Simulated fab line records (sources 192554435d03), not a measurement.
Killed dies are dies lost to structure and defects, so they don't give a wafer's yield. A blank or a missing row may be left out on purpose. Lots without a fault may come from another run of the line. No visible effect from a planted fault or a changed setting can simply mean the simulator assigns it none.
Struck lot and sound lot, side by side | flow n5Finfet | 16 steps out of a route of 1938
Sound: these wafers, L983.2, L983.3, L983.4. Struck: wafers L992.3, L992.5. At the end, the cause is stated.
Per side, at each step with rows, come the tool, then ch with its chambers, and then its first start. Under that, the readings that differ: sound wafers | struck wafers | difference of the means | sigmas: that difference in standard deviations of wafers without a fault.
alike: words and numbers the same on both sides, and readings whose means are apart by under 2 such deviations; not compared: readings that were withheld, readings missing a value for some wafer, numbers with overlapping values and no deviation given by the record, and bounds like >300 which may hide the same value.
A row with sigmas, a row that says differs or no value, or rows on one side alone: a step with any of these is where the two part. Numbers that don't overlap but have no deviation are shown without sigmas and don't part them. Lack of a reading on every wafer of one side parts them only where that side has two or more wafers.

N5_BEOL_M5_ALD_86: deposits TaN, pulse time 2 s, purge time 3 s, co reactant purge time 2 s.
  sound on aldMetal-04 ch 0,2,3, day 9 04:55; struck on aldMetal-04 ch 3, day 12 12:00
  alike: heaterPowerW
N5_BEOL_M5_SURFACE_TREAT_87:
  sound on pvdSputter-03, day 9 05:14; struck on pvdSputter-01, day 12 12:31
  not compared: throttleValvePct
then, 2 steps without rows for these wafers: N5_BEOL_M5_CVD_47 (deposits Co from CCTBA/H2, target thk 3 nm, time 216 s); N5_BEOL_M5_SPUTTER_48 (material Cu, target thk 15 nm, time 27.62 s).
N5_BEOL_M5_ANNEAL_49: time 1800 s.
  sound on pvdSputter-01, day 9 06:46; struck on pvdSputter-01, day 12 12:50
  alike: heaterPowerW
then, 4 steps without rows for these wafers: N5_BEOL_M5_SPUTTER_81 (material Cu, target thk 15 nm, time 27.62 s); N5_BEOL_M5_ANNEAL_82 (time 1800 s); N5_BEOL_M5_SPUTTER_83 (material Cu, target thk 15 nm, time 27.62 s); N5_BEOL_M5_ANNEAL_84 (time 1800 s).
N5_BEOL_M5_SPUTTER_88: material Cu, target thk 15 nm, time 27.62 s.
  sound on pvdSputter-01, day 9 09:56; struck on pvdSputter-01, day 12 16:01
  alike: throttleValvePct
then, 2 steps without rows for these wafers: N5_BEOL_M5_ANNEAL_89 (time 1800 s); N5_BEOL_M5_SPUTTER_90 (material Cu, target thk 4.5 nm, time 8.29 s).
N5_BEOL_M5_ECD_50: material Cu, target thk 300 nm.
  sound on ecdCu-02 ch 0,1, day 9 11:09; struck on ecdCu-02 ch 1, day 12 17:15
reading                               | sound           | struck    | difference | sigmas
model.Cu_of_BEOL_M5_ECD_50.thkNm (nm) | 305.2 302.4 301 | 398.4 407 | +99.8      | 
N5_BEOL_M5_ANNEAL_51: time 90 s.
  sound on rtpAnneal-02 ch 0, day 9 11:22; struck on rtpAnneal-02 ch 0, day 12 17:25
  alike: annealTempCMax, wafer_temp_C_max
N5_BEOL_M5_CMP_52: polishes, stops on SiCOH lowk, t overpolish 6.9 s, target thk 62 nm.
  sound on cmp-03 ch 0,1,2, day 9 11:40; struck on cmp-02 ch 0,2, day 12 17:41
reading             | sound          | struck    | difference | sigmas
timeToEndpointS (s) | 64.7 64.3 64.0 | 82.7 87.8 | +20.9      | +9
  alike: motorCurrentA, platenRpm, slurryFlowMlMin
N5_BEOL_M5_THK_MEAS_53: measures by xrf.
  sound on filmMetro-02, day 9 11:55; struck on filmMetro-02, day 12 17:55
  alike: M5_THK

WHERE THEY PART
N5_BEOL_M5_CMP_52 only, going by this record. Later steps at which nothing parts them and some readings are alike: N5_BEOL_M5_THK_MEAS_53.

WHY: whatever the simulator had introduced
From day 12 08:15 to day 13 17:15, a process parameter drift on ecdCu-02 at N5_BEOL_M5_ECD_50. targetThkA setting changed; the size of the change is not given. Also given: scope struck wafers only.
